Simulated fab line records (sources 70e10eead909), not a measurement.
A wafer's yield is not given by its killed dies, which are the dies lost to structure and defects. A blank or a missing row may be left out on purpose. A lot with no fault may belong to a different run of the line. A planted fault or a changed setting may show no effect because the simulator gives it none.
fab line records | flow nand-harc | part 1 of 2: steps 1 to 18 of 31
[record] lots = 5 wafers = 15 last-day = 33
route steps=1302 shown P_GATE@142
lots with no fault: from the same line, run without faults
start-h: hours from the record's first day to the start of the lot's first wafer shown | wait-h: how many hours have passed since the lot's step before this one | " repeats the value in the row above | L1.1+2: a row that stands for several wafers | - no value, or no start was given | * or withheld: withheld | < > ~ a bound
route shown NAME@n: a module of which the file shows steps, and the number in the route of the first | usual: the fault-free wafers' mean and standard deviation | same: alike in all rows | chamber/n: place in a boat | sites: per-site readings | _std_site: standard deviation of those values | _edge_site: the outer-site mean with the inner-site mean subtracted | radius-mm: for every site, how far away it sits from the centre of the wafer | mask NAME#n: copy n | behind: the tool/chamber that last shaped the wafer | hold: why the lot was held/for how many hours/how that ended | device: the transistor (n, p or np) that didn't switch | end of line: tests of these same wafers at the route's end | a step without rows: its recipe alone | killed: dies that structure and defects cost at the first sort, which is not the same as the wafer's yield | map: dies across one wafer; x = killed, . = not, _ = none there
set.NAME: the setting that was run; set.NAME@STEP: the one run at that earlier step | model.NAME: the simulator's own value behind a step, which no gauge read
lots seen at some steps along the route; tables by step, rows by wafer
services: when a tool's chamber went out of use (start-h, in hours from the record's first day, below 0 if earlier), for how many hours, and the reason
[[steps]]
[step NHARC_P_GATE_OVL_MEAS_27]
[usual] overlay-x-nm = 0.0/0.87 overlay-y-nm = 0.0/1.1
// columns lot.wafer tool chamber start-h wait-h overlay-x-nm overlay-y-nm
L074.2 overlay-01 - 107.44 - -1.0 -0.6
L074.3 " - " " -0.9 -1.2
L074.5 " - " " -0.5 -1.3
L077.3 overlay-02 - 138.34 - -0.2 0.1
L077.4 " - " " -0.7 -0.1
L077.6 " - " " -0.8 -0.3
L083.3 overlay-01 - 187.57 - 0.0 0.0
L083.4 " - " " 0.5 0.0
L083.5 " - " " 0.7 0.1
L091.1 overlay-01 - 270.55 - 0.7 -0.1
L091.2 " - " " 0.5 -0.3
L091.4 " - " " 0.2 -0.1
L097.2 overlay-02 - 323.15 - 0.4 -0.1
L097.4 " - " " 0.0 0.1
L097.5 " - " " -0.2 0.2
[step NHARC_P_GATE_INSPECT_28]
[usual] raw-defect-count = 6/3.2
// columns lot.wafer tool chamber start-h wait-h raw-defect-count
L074.2 defect-inspect-01 - 107.48 0.0 3
L074.3 " - " " 16
L074.5 " - " " 5
L077.3 defect-inspect-01 - 138.37 0.0 16
L077.4 " - " " 8
L077.6 " - " " 6
L083.3 defect-inspect-01 - 187.61 0.0 4
L083.4 " - " " 11
L083.5 " - " " 6
L091.1 defect-inspect-01 - 270.58 0.0 9
L091.2 " - " " 21
L091.4 " - " " 6
L097.2 defect-inspect-01 - 323.19 0.0 7
L097.4 " - " " 7
L097.5 " - " " 5
[step NHARC_P_GATE_DESCUM_31]
[recipe] time-s = 3 o2-flow-sccm = 200 ar-flow-sccm = 0 bias-power-w = 0 chemistry = O2
[usual] drypump-motor-current-A = 5.9/0.46 oes-product-au = 1.000/0.012 rf-vpp-V = 57.7/0.92 showerhead-plenum-p-Torr = 1.90/0.084 throttle-valve-pct = 11.312/0.0087
// columns lot.wafer tool chamber start-h wait-h drypump-motor-current-A oes-product-au rf-hours-counter-h rf-vpp-V showerhead-plenum-p-Torr throttle-valve-pct
L074.2 rie-diel-05 1 107.54 0.1 5.2 0.990 2.0 58.1 2.01 11.303
L074.3 " 2 " " 5.8 0.993 1.6 58.3 1.98 11.313
L074.5 " 2 " " 5.7 0.996 - 56.9 1.98 11.327
L077.3 rie-diel-09 1 138.44 0.1 6.3 1.014 9.6 58.1 1.98 11.325
L077.4 " 3 " " 6.2 0.991 8.0 57.7 1.78 11.313
L077.6 " 1 " " 6.3 1.025 - 58.0 1.98 11.313
L083.4 rie-diel-05 0 187.67 0.1 6.5 1.008 6.8 58.0 1.83 11.309
L083.3 " 2 " " 5.7 0.986 8.0 58.9 1.98 11.321
L083.5 " 1 " " 5.2 1.006 - 57.9 2.01 11.313
L091.4 rie-diel-05 2 270.64 0.1 5.8 0.994 1.0 59.2 1.98 11.307
L091.2 " 0 " " 6.5 0.997 1.1 56.2 1.83 11.310
L091.1 " 1 " " 5.2 0.985 0.9 58.1 2.01 11.301
L097.4 rie-diel-05 3 323.25 0.1 6.4 1.001 3.9 57.4 1.85 11.319
L097.2 " 2 " " 5.8 0.986 3.7 57.3 1.97 11.316
L097.5 " 0 " " 6.6 0.984 - 57.2 1.83 11.303
[step NHARC_P_GATE_ETCH_104]
[recipe] target-depth-a = 600 time-s = withheld cf4-flow-sccm = 100 chf3-flow-sccm = 30 ar-flow-sccm = 0 rf-w = 500 bias-w = 200 chemistry = CF4/CHF3
[usual] bias-w = 200.0/0.57 drypump-motor-current-A = 5.9/0.48 oes-product-au = 0.948/0.021 rf-vpp-V = 370.2/2.4 showerhead-plenum-p-Torr = 1.56/0.065 throttle-valve-pct = 16.802/0.0096
// columns lot.wafer tool chamber start-h wait-h bias-w drypump-motor-current-A oes-product-au rf-vpp-V showerhead-plenum-p-Torr throttle-valve-pct
L074.3 rie-diel-05 1 107.63 0.1 199.5 5.2 0.959 373.6 1.65 16.800
L074.2 " 2 " " 199.9 5.8 0.960 372.3 1.62 16.814
L074.5 " 1 " " 199.8 5.2 0.971 372.3 1.65 16.791
L077.4 rie-diel-09 2 138.52 0.1 199.8 5.8 0.935 370.0 1.50 16.805
L077.3 " 0 " " 200.4 5.9 0.909 369.2 1.50 16.809
L077.6 " 3 " " 200.2 6.2 0.921 366.0 1.47 16.816
L083.3 rie-diel-05 0 187.76 0.1 199.4 6.5 0.931 369.2 1.51 16.799
L083.4 " 1 " " 199.6 5.2 0.927 373.0 1.65 16.805
L083.5 " 2 " " 200.2 5.7 0.914 373.4 1.62 16.806
L091.2 rie-diel-05 0 270.73 0.1 199.9 6.5 0.965 368.6 1.51 16.798
L091.4 " 1 " " 199.5 5.2 0.952 374.1 1.65 16.813
L091.1 " 3 " " 199.5 6.4 0.964 369.2 1.53 16.815
L097.4 rie-diel-05 3 323.33 0.1 199.2 6.4 0.949 369.0 1.53 16.807
L097.2 " 2 " " 198.7 5.7 0.971 371.9 1.62 16.799
L097.5 " 3 " " 199.2 6.4 0.953 369.9 1.53 16.812
[step NHARC_P_GATE_HM_OPEN_105]
[recipe] target-depth-a = 3600 o2-flow-sccm = 400 cos-flow-sccm = 20 ar-flow-sccm = 0 rf-w = 500 bias-w = 300 chemistry = O2/COS
[usual] bias-w = 300.1/0.95 drypump-motor-current-A = 5.9/0.48 oes-product-au = 0.999/0.013 rf-vpp-V = 466/3 showerhead-plenum-p-Torr = 3.09/0.13 throttle-valve-pct = 28.331/0.0087
// columns lot.wafer tool chamber start-h wait-h bias-w drypump-motor-current-A oes-product-au rf-hours-counter-h rf-vpp-V showerhead-plenum-p-Torr throttle-valve-pct
L074.2 rie-diel-05 1 - - 299.5 5.2 1.006 2.0 470 3.28 28.329
L074.3 " 2 " " 300.4 5.8 0.990 1.6 468 3.22 28.338
L074.5 " 1 " " 297.9 5.2 0.989 - 471 3.28 28.351
L077.4 rie-diel-09 3 - - 300.2 6.2 0.989 8.1 462 2.92 28.337
L077.3 " 1 " " 301.2 6.3 1.021 9.6 468 3.22 28.325
L077.6 " 0 " " 299.6 5.8 0.972 - 465 2.98 28.336
L083.3 rie-diel-05 3 - - 301.8 6.4 1.013 7.1 465 3.03 28.342
L083.4 " 1 " " 300.8 5.2 0.997 7.7 470 3.27 28.330
L083.5 " 3 " " 301.6 6.4 1.014 - 467 3.03 28.337
L091.1 rie-diel-05 3 - - 301.6 6.4 1.006 1.2 466 3.03 28.327
L091.4 " 0 " " 299.4 6.6 0.998 1.1 463 3.00 28.340
L091.2 " 2 " " 300.7 5.7 0.989 1.0 470 3.22 28.320
L097.4 rie-diel-05 3 - - 298.4 6.4 0.999 3.9 465 3.03 28.343
L097.2 " 0 " " 301.3 6.6 0.981 4.2 465 3.00 28.325
L097.5 " 3 " " 298.0 6.4 0.993 - 466 3.03 28.323
[step NHARC_P_GATE_STRIP_106]
[recipe] o2-flow-sccm = 400 cos-flow-sccm = 20 ar-flow-sccm = 0 bias-w = 0 chemistry = O2/COS
// columns lot.wafer tool chamber start-h wait-h
L074.2+3+5 rie-diel-05 2,0,2 - -
L077.4+3+6 rie-diel-09 3,0,2 - -
L083.4+3+5 rie-diel-05 2,0,1 - -
L091.4+1+2 rie-diel-05 2,3,0 - -
L097.2+4+5 rie-diel-05 0,1,0 - -
[step NHARC_P_GATE_ETCH_114]
[recipe] target-depth-a = 300 overetch-a = 30 time-s = 16.5 ion-energy-ev = 100 cf4-flow-sccm = 80 o2-flow-sccm = 20 ar-flow-sccm = 0 rf-w = 300 bias-w = 100 chemistry = CF4/O2
[usual] bias-w = 100.02/0.28 drypump-motor-current-A = 5.9/0.48 oes-product-au = 0.999/0.013 rf-vpp-V = 197.5/1.4 showerhead-plenum-p-Torr = 1.32/0.058 throttle-valve-pct = 13.397/0.01
// columns lot.wafer tool chamber start-h wait-h bias-w drypump-motor-current-A oes-product-au rf-hours-counter-h rf-vpp-V showerhead-plenum-p-Torr throttle-valve-pct
L074.2 rie-diel-05 1 - - 99.81 5.2 1.001 2.0 198.5 1.40 13.402
L074.3 " 3 " " 100.14 6.4 1.006 2.1 197.1 1.30 13.405
L074.5 " 1 " " 99.97 5.2 0.998 - 199.0 1.40 13.396
L077.4 rie-diel-09 3 - - 99.58 6.2 1.000 8.1 195.1 1.25 13.383
L077.3 " 2 " " 100.02 5.8 1.013 8.9 197.6 1.27 13.392
L077.6 " 3 " " 100.23 6.1 1.004 - 194.9 1.25 13.403
L083.3 rie-diel-05 1 - - 100.12 5.2 1.012 7.7 199.8 1.40 13.380
L083.4 " 0 " " 100.37 6.6 1.008 6.9 196.4 1.28 13.403
L083.5 " 1 " " 100.14 5.2 1.027 - 199.8 1.40 13.385
L091.4 rie-diel-05 0 - - 100.57 6.5 0.996 1.2 197.1 1.28 13.392
L091.1 " 2 " " 99.69 5.7 0.982 1.0 199.2 1.38 13.401
L091.2 " 3 " " 100.25 6.4 1.008 1.3 197.0 1.29 13.405
L097.4 rie-diel-05 0 - - 99.56 6.5 0.978 4.2 197.1 1.28 13.391
L097.2 " 2 " " 100.07 5.7 0.993 3.8 198.8 1.38 13.405
L097.5 " 1 " " 99.97 5.2 0.984 - 198.1 1.40 13.393
[step NHARC_P_GATE_ETCH_32]
[recipe] target-depth-a = 1500 over-etch-frac = 1 over-etch-ion-energy-ev = 40 time-s = 100.1 hbr-flow-sccm = 150 cl2-flow-sccm = 50 rf-w = 400 icp-w = 400 bias-w = 100 chemistry = HBr/Cl2
[usual] bias-w = 99.96/0.3 drypump-motor-current-A = 5.8/0.61 mfc-cl2-sccm = 49.98/0.14 oes-product-au = 0.997/0.015 throttle-valve-pct = 26.406/0.0096
// columns lot.wafer tool chamber start-h wait-h bias-w drypump-motor-current-A mfc-cl2-sccm oes-product-au rf-hours-counter-h throttle-valve-pct
L074.2 rie-si-06 3 108.02 - 99.74 4.9 49.84 1.004 0.19 26.406
L074.3 " 1 " " 99.51 6.2 50.05 0.969 0.14 26.410
L074.5 " 2 " " 100.14 5.3 50.21 1.005 - 26.407
L077.4 rie-si-02 0 138.89 - 98.99 6.4 50.10 1.010 0.14 26.406
L077.3 " 2 " " 99.99 5.6 49.77 0.988 0.11 26.406
L077.6 " 0 " " 99.79 6.3 50.09 1.000 - 26.429
L083.4 rie-si-06 2 188.16 - 99.96 5.3 49.86 1.001 0.56 26.409
L083.3 " 3 " " 100.37 4.9 49.97 0.999 0.67 26.408
L083.5 " 1 " " 100.24 6.2 49.82 0.996 - 26.393
L091.2 rie-si-02 3 271.12 - 99.57 4.8 49.68 1.016 0.95 26.418
L091.4 " 0 " " 99.69 6.4 49.91 0.999 0.93 26.414
L091.1 " 1 " " 100.46 6.8 50.09 0.974 1.14 26.411
L097.2 rie-si-02 1 323.71 - 99.70 6.8 49.95 0.974 0.27 26.401
L097.4 " 0 " " 100.44 6.3 49.98 1.011 0.25 26.405
L097.5 " 2 " " 100.26 5.6 49.89 1.010 - 26.409
[step NHARC_P_GATE_STRIP_108]
[recipe] o2-flow-sccm = 500 ar-flow-sccm = 0 bias-w = 0 chemistry = O2
[usual] drypump-motor-current-A = 5.9/0.52 oes-product-au = 0.998/0.012 rf-vpp-V = 57.8/0.8 showerhead-plenum-p-Torr = 3.52/0.14 throttle-valve-pct = 17.036/0.0086
[same] bias-w = 0
// columns lot.wafer tool chamber start-h wait-h drypump-motor-current-A oes-product-au rf-hours-counter-h rf-vpp-V showerhead-plenum-p-Torr throttle-valve-pct
L074.2 rie-diel-09 3 108.16 - 6.2 1.001 7.5 57.3 3.30 17.026
L074.3 " 0 " " 5.9 0.977 8.3 59.0 3.37 17.045
L074.5 " 0 " " 5.9 0.964 - 58.0 3.37 17.039
L077.3 rie-diel-13 2 139.07 - 6.3 1.008 8.1 58.1 3.71 17.044
L077.4 " 0 " " 4.8 1.003 6.6 57.4 3.60 17.038
L077.6 " 2 " " 6.3 1.011 - 58.1 3.71 17.048
L083.3 rie-diel-05 1 188.32 - 5.2 1.002 7.8 57.7 3.70 17.049
L083.4 " 3 " " 6.4 1.008 7.1 56.4 3.43 17.048
L083.5 " 0 " " 6.5 1.014 - 57.6 3.39 17.040
L091.2 rie-diel-13 1 271.26 - 5.4 1.003 4.6 58.4 3.62 17.046
L091.1 " 3 " " 5.6 0.980 5.1 56.4 3.41 17.037
L091.4 " 0 " " 4.8 0.993 3.9 57.3 3.60 17.049
L097.2 rie-diel-05 1 323.89 - 5.3 0.986 4.1 58.3 3.69 17.038
L097.4 " 3 " " 6.4 1.002 4.0 57.4 3.42 17.022
L097.5 " 0 " " 6.6 0.971 - 56.7 3.39 17.026
[step NHARC_P_GATE_CD_MEAS_33]
[usual] cd-nm = 121/3.5
// columns lot.wafer tool chamber start-h wait-h cd-nm
L074.2 cd-sem-03 - 108.34 - 126
L074.3 " - " " 115
L074.5 " - " " 121
L077.3 cd-sem-03 - 139.23 - 120
L077.4 " - " " 119
L077.6 " - " " 120
L083.3 cd-sem-02 - 188.49 - 124
L083.4 " - " " 124
L083.5 " - " " 118
L091.1 cd-sem-01 - 271.44 - 121
L091.2 " - " " 119
L091.4 " - " " 119
L097.2 cd-sem-01 - 324.05 - 124
L097.4 " - " " 119
L097.5 " - " " 126
[step NHARC_P_GATE_STRIP_35]
[recipe] time-s = 600 temp-c = 130 chemistry = SPM
[usual] temp-c = 130.00/0.15
// columns lot.wafer tool chamber start-h wait-h temp-c
L074.5 wet-bench-07 3 108.42 0.1 129.80
L074.3 " 4 " " 130.26
L074.2 " 5 " " 129.89
L077.4 wet-bench-05 3 139.33 0.1 129.96
L077.3 " 4 " " 130.07
L077.6 " 5 " " 129.98
L083.3 wet-bench-09 6 188.57 0.1 129.89
L083.4 " 2 " " 129.91
L083.5 " 3 " " 130.07
L091.1 wet-bench-05 3 271.52 0.1 130.01
L091.4 " 5 " " 129.75
L091.2 " 6 " " 130.07
L097.2 wet-bench-05 7 324.14 0.1 130.26
L097.5 " 1 " " 129.83
L097.4 " 2 " " 130.30
[step NHARC_P_GATE_PRECLEAN_73]
[recipe] time-s = * temp-c = 50 bath-age-min = 0 chemistry = SC1
[usual] diw-flow-mL-min = 1415/4.4 nh4oh-flow-mL-min = 28.30/0.096 temp-c = 49.99/0.12
// columns lot.wafer tool chamber start-h wait-h diw-flow-mL-min nh4oh-flow-mL-min temp-c
L074.5 wet-bench-07 3 - - 1411 28.24 49.87
L074.3 " 4 " " 1416 28.41 49.90
L074.2 " 5 " " 1418 28.27 49.87
L077.4 wet-bench-05 3 - - 1417 28.42 49.91
L077.3 " 4 " " 1416 28.20 50.08
L077.6 " 5 " " 1417 28.15 49.90
L083.3 wet-bench-09 6 - - 1407 28.31 49.91
L083.4 " 2 " " 1423 28.47 49.63
L083.5 " 3 " " 1420 28.40 50.10
L091.1 wet-bench-05 3 - - 1418 28.28 49.90
L091.4 " 5 " " 1418 28.13 50.07
L091.2 " 6 " " 1415 28.24 50.08
L097.2 wet-bench-05 7 - - 1419 28.27 49.87
L097.5 " 1 " " 1419 28.41 50.05
L097.4 " 2 " " 1411 28.46 49.86
[step NHARC_P_GATE_SRD_74]
// columns lot.wafer tool chamber start-h wait-h
L074.5+3+2 wet-bench-07 3,4,5 - -
L077.4+3+6 wet-bench-05 3,4,5 - -
L083.3+4+5 wet-bench-09 6,2,3 - -
L091.1+4+2 wet-bench-05 3,5,6 - -
L097.2+5+4 wet-bench-05 7,1,2 - -
[step NHARC_P_GATE_ALD_36]
[recipe] target-thk-a = 200 pulse-time-s = 60 ald-cycles = 223 temp-c = 400 material = SiNx
[usual] heater-power-w = 843/73 precursor-pulse-height-rel = 1.000/0.023
// columns lot.wafer tool chamber start-h wait-h heater-power-w precursor-pulse-height-rel
L074.2 ald-sin-04 0 108.79 - 787 1.031
L074.3 " 2 110.91 - 910 1.030
L074.5 " 1 114.08 - 689 0.984
L077.4 ald-sin-01 3 140.73 - 811 0.987
L077.3 " 1 142.83 - 808 1.013
L077.6 " 2 143.88 - 855 1.013
L083.3 ald-sin-04 0 190.01 - 787 0.986
L083.4 " 1 191.08 - 695 1.010
L083.5 " 0 194.30 - 803 0.986
L091.4 ald-sin-02 1 271.89 - 899 0.956
L091.1 " 2 272.95 - 961 1.005
L091.2 " 3 274.01 - 721 0.974
L097.4 ald-sin-02 2 324.51 - 896 1.015
L097.2 " 0 326.60 - 881 1.057
L097.5 " 3 329.73 - 767 0.998
[step NHARC_P_GATE_ETCHBACK_37]
[recipe] target-depth-a = 345 time-s = 17.2 chf3-flow-sccm = 50 o2-flow-sccm = 10 ar-flow-sccm = 200 rf-w = 500 bias-w = 200 chemistry = CHF3/O2
[usual] bias-w = 200.1/0.62 drypump-motor-current-A = 5.8/0.51 oes-product-au = 0.96/0.037 rf-vpp-V = 370.6/2.4 showerhead-plenum-p-Torr = 2.40/0.097 throttle-valve-pct = 20.573/0.0085
// columns lot.wafer tool chamber start-h wait-h bias-w drypump-motor-current-A oes-product-au rf-hours-counter-h rf-vpp-V showerhead-plenum-p-Torr throttle-valve-pct
L074.2 rie-diel-13 3 - - 199.4 5.6 0.98 5 368.2 2.33 20.579
L074.3 " 0 " " 199.2 4.8 1.00 6 372.5 2.45 20.564
L074.5 " 3 " " 200.6 5.6 0.99 - 370.6 2.33 20.568
L077.3 rie-diel-05 1 - - 198.6 5.2 0.99 5 373.6 2.52 20.577
L077.4 " 2 " " 200.2 5.8 0.99 6 372.7 2.48 20.575
L077.6 " 2 " " 199.8 5.7 0.99 - 372.8 2.48 20.566
L083.4 rie-diel-09 0 - - 200.9 5.9 0.99 3 366.4 2.29 20.573
L083.3 " 2 " " 200.3 5.8 1.00 4 367.4 2.29 20.577
L083.5 " 3 " " 199.8 6.2 1.03 - 367.7 2.24 20.580
L091.1 rie-diel-13 2 - - 198.5 6.3 0.94 7 373.5 2.52 20.583
L091.4 " 0 " " 200.1 4.8 0.93 4 371.6 2.45 20.561
L091.2 " 1 " " 200.6 5.4 0.92 6 372.2 2.46 20.575
L097.2 rie-diel-13 2 - - 200.4 6.3 0.93 10 373.3 2.52 20.558
L097.4 " 0 " " 199.3 4.8 0.92 7 372.3 2.45 20.588
L097.5 " 2 " " 199.6 6.3 0.93 - 373.1 2.52 20.566
[step NHARC_P_GATE_STRIP_101]
[recipe] time-s = 20 o2-flow-sccm = 500 ar-flow-sccm = 0 bias-w = 0 chemistry = O2
[usual] drypump-motor-current-A = 5.8/0.53 oes-product-au = 0.998/0.011 rf-vpp-V = 57.8/0.9 showerhead-plenum-p-Torr = 3.53/0.14 throttle-valve-pct = 17.036/0.0089
[same] bias-w = 0
// columns lot.wafer tool chamber start-h wait-h drypump-motor-current-A oes-product-au rf-hours-counter-h rf-vpp-V showerhead-plenum-p-Torr throttle-valve-pct
L074.2 rie-diel-13 0 118.41 0.1 4.8 1.010 6 58.8 3.60 17.030
L074.3 " 3 " " 5.6 0.988 5 58.0 3.42 17.028
L074.5 " 0 " " 4.8 1.002 - 58.2 3.60 17.049
L077.4 rie-diel-05 0 149.25 0.1 6.6 1.006 5 56.9 3.39 17.030
L077.3 " 2 " " 5.7 1.006 6 57.2 3.64 17.037
L077.6 " 0 " " 6.6 1.016 - 58.0 3.39 17.022
L083.3 rie-diel-09 1 198.64 0.1 6.3 1.013 3 58.1 3.64 17.050
L083.4 " 3 " " 6.2 1.028 3 57.3 3.30 17.040
L083.5 " 0 " " 5.9 0.998 - 57.9 3.36 17.050
L091.1 rie-diel-13 2 281.50 0.1 6.3 1.004 7 58.6 3.70 17.036
L091.4 " 3 " " 5.6 0.975 6 57.1 3.41 17.038
L091.2 " 0 " " 4.8 1.005 4 56.1 3.59 17.037
L097.4 rie-diel-13 1 334.04 0.1 5.4 1.000 9 58.1 3.61 17.043
L097.2 " 2 " " 6.3 1.014 10 58.7 3.70 17.034
L097.5 " 2 " " 6.3 1.016 - 57.6 3.70 17.045
[step NHARC_P_GATE_PRECLEAN_97]
[recipe] time-s = 600 temp-c = 120 chemistry = SPM
[usual] temp-c = 120.00/0.13
// columns lot.wafer tool chamber start-h wait-h temp-c
L074.3 wet-bench-09 7 118.51 - 120.18
L074.2 " 0 " " 119.90
L074.5 " 3 " " 120.20
L077.4 wet-bench-09 4 149.34 - 119.96
L077.6 " 5 " " 120.22
L077.3 " 1 " " 119.79
L083.3 wet-bench-05 2 198.74 - 119.89
L083.5 " 3 " " 119.77
L083.4 " 5 " " 119.90
L091.2 wet-bench-09 5 281.59 - 120.20
L091.1 " 6 " " 119.89
L091.4 " 1 " " 119.81
L097.4 wet-bench-09 1 334.14 - 119.96
L097.5 " 4 " " 119.87
L097.2 " 6 " " 120.18
[step NHARC_P_GATE_SRD_98]
// columns lot.wafer tool chamber start-h wait-h
L074.3+2+5 wet-bench-09 7,0,3 - -
L077.4+6+3 wet-bench-09 4,5,1 - -
L083.3+5+4 wet-bench-05 2,3,5 - -
L091.2+1+4 wet-bench-09 5,6,1 - -
L097.4+5+2 wet-bench-09 1,4,6 - -
